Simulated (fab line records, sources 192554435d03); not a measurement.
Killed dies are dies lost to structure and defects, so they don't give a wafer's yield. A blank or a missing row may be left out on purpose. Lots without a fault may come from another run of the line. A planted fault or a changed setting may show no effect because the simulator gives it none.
A struck lot beside a sound one | flow n5_finfet | 39 steps out of a route of 1938
Sound: wafers L373.1, L373.5, L373.6. Struck: wafer L379.2. (L379.3 of the same lot was not struck and is left out.) The cause comes at the end.
At each step with rows: each side's tool, then ch and its chambers, then its first start. Under that, the readings that differ: sound wafers | struck wafers | difference of the means | sigmas: that difference in standard deviations of wafers without a fault.
alike: readings whose means differ by less than 2 such deviations, and words and numbers that are the same on both sides. not compared: withheld readings, readings that some wafer has no value for, bounds like >300 that may hide the same value, and numbers for which the record gives no deviation and whose values overlap.
The two part at a step that has a row with sigmas, a row that says differs or no value, or rows on one side only. Numbers that don't overlap but have no deviation are shown without sigmas and don't part them. A reading that every wafer of one side lacks parts them only if that side has two wafers or more.

first, 9 steps without rows for these wafers: N5_BEOL_M13_SOFTBAKE_23 (time 60 s); N5_BEOL_M13_EXPOSE_25 (exposes mask M13, target cd 210 nm); N5_BEOL_M13_PEB_26 (peb time 90 s); N5_BEOL_M13_DEVELOP_27 (develop time 45 s); N5_BEOL_M13_HARDBAKE_32 (time 120 s); N5_BEOL_M13_DESCUM_33 (chemistry O2, time 7.9 s); N5_BEOL_M13_ETCH_67 (etches SiARC in CF4, target depth 143 nm, time 238.3 s); N5_BEOL_M13_ETCH_68 (etches SOC in N2/H2, time 355 s); N5_BEOL_M13_STRIP_69 (strips in N2/H2).
N5_BEOL_M13_TRENCH_ETCH_34: etches SiOC in C4F8/O2/Ar, target depth 413.47 nm, time 162.6 s.
  sound on rie_diel-01 ch 0,1, day 11 18:11; struck on rie_diel-01 ch 2, day 13 10:29
  reading                     | sound             | struck | difference | sigmas
  drypump_motor_current_A (A) | 5.4 4.7 5.4       | 6.3    | +1.1       | +2
  model.etch.depth_nm (nm)    | 410.6 409.4 409.9 | 382.1  | -27.9      |
  alike: oes_product_au, rf_vpp_V, showerhead_plenum_p_Torr, throttle_valve_pct
  not compared: rf_hours_counter_h
then, 1 step without rows for these wafers: N5_BEOL_M13_STRIP_70 (strips in C4F8/O2/Ar).
N5_BEOL_M13_OCD_MEAS_35:
  sound on ocd-01, day 11 18:21; struck on ocd-02, day 13 10:40
  reading              | sound       | struck | difference | sigmas
  trench_depth_nm (nm) | 411 410 410 | 382    | -28        | -6
then, 11 steps without rows for these wafers: N5_BEOL_M13_STRIP_37 (strips in N2/H2); N5_BEOL_M13_ETCH_38 (etches SiCN in CF4/N2, target depth 67.5 nm, time 71.9 s); N5_BEOL_M13_PRECLEAN_39 (cleans in residue remover, time 60 s); N5_BEOL_M13_SRD_40 (time 30 s, dry time 30 s); N5_BEOL_M13_DEGAS_41 (time 60 s); N5_BEOL_M13_PRE_CLEAN_42 (time 30 s); N5_BEOL_M13_SPUTTER_43 (material TaN, target thk 15 nm, time 24.19 s); N5_BEOL_M13_SPUTTER_44 (material Ta, target thk 10 nm, time 16.13 s); N5_BEOL_M13_SPUTTER_45 (material Cu, target thk 80 nm, time 13.33 s); N5_BEOL_M13_ECD_47 (material Cu, target thk 936 nm); N5_BEOL_M13_ANNEAL_48 (time 90 s).
N5_BEOL_M13_CMP_49: polishes, stops on SiOC, t overpolish 17.1 s, target thk 420 nm.
  sound on cmp-02 ch 1,2,3, day 12 01:05; struck on cmp-04 ch 0, day 13 12:05
  reading                                 | sound             | struck | difference | sigmas
  model.Cu_of_BEOL_M13_ECD_47.thk_nm (nm) | 417.4 415.4 415.6 | 388.4  | -27.7      |
  alike: barrier_field_endpoint_s, motor_current_A, overpolish_run_s, retaining_ring_pressure_frac
N5_BEOL_M13_THK_MEAS_50: measures by xrf.
  sound on film_metro-02, day 12 01:16; struck on film_metro-02, day 13 12:18
  reading      | sound       | struck | difference | sigmas
  M13_THK (nm) | 419 416 418 | 391    | -27        | -5
then, 2 steps without rows for these wafers: N5_BEOL_M13_PRE_CLEAN_52 (time 15 s); N5_BEOL_M13_DEP_53 (deposits SiCN from 3MS/NH3, target thk 50 nm, time 17.8 s).
N5_BEOL_M13_RS_MEAS_54: measures by four-point-probe.
  sound on film_metro-01, day 12 01:24; struck on film_metro-02, day 13 12:26
  reading         | sound                | struck | difference | sigmas
  M13_RS (ohm/sq) | 0.0451 0.0454 0.0453 | 0.0486 | +0.0033    | +6
then, 9 steps without rows for these wafers: N5_BEOL_M14_ILD_DEP_00 (deposits SiO2 from TEOS/O2, target thk 1119.3 nm, time 237.4 s); N5_BEOL_M14_COAT_58 (time 60 s, resist thk 89 nm); N5_BEOL_M14_COAT_04 (resist thk 800 nm); N5_BEOL_M14_EBR_06; N5_BEOL_M14_SOFTBAKE_05 (time 60 s); N5_BEOL_M14_EXPOSE_07 (exposes mask V13); N5_BEOL_M14_PEB_08 (peb time 90 s); N5_BEOL_M14_DEVELOP_09 (develop time 45 s); N5_BEOL_M14_HARDBAKE_14 (time 120 s).
N5_BEOL_M15_RC_MEAS_101:
  sound on prober-02 ch 0, day 12 15:01; struck on prober-01 ch 0, day 13 23:24
  reading                    | sound               | struck  | difference | sigmas
  COMB_M10 (S/m)             | 1.2e-11 1e-11 1e-11 | 1.8e-11 | +7.3e-12   | +2
  SERP_M13 (ohm/um)          | 0.316 0.312 0.316   | 0.331   | +0.016     | +3
  SERP_M13_max_site (ohm/um) | 0.320 0.315 0.320   | 0.334   | +0.016     | +3
  alike: COMB_M11, COMB_M12, COMB_M13, COMB_M14, COMB_M15, COMB_M5, COMB_M6, COMB_M7, COMB_M8, COMB_M9, SERP_M10, SERP_M11, SERP_M12, SERP_M14, SERP_M5, SERP_M6, SERP_M6_max_site, SERP_M7, SERP_M8, SERP_M9
N5_PASSIVATION_PROBE_49:
  sound on prober-01, day 13 10:06; struck on prober-01, day 14 12:58
  alike: defect_limited_yield, killed_at_M0_to_M3, killed_at_M4_up, killed_at_contacts, killed_at_front_end, killed_at_other, killed_dies, killed_on_rim, killed_open, killed_short, sort_bin_5_function, sort_bin_6_memory, sort_n_pass, sort_yield_pct

WHERE THEY PART
First at N5_BEOL_M13_TRENCH_ETCH_34; last, within this record, at N5_BEOL_M15_RC_MEAS_101. Later steps at which nothing parts them and some readings are alike: N5_PASSIVATION_PROBE_49.

WHY: what the simulator had put in
Process parameter drift: rie_diel-01, from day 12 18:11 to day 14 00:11, at N5_BEOL_M13_TRENCH_ETCH_34. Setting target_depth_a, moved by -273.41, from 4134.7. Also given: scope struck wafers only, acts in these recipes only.
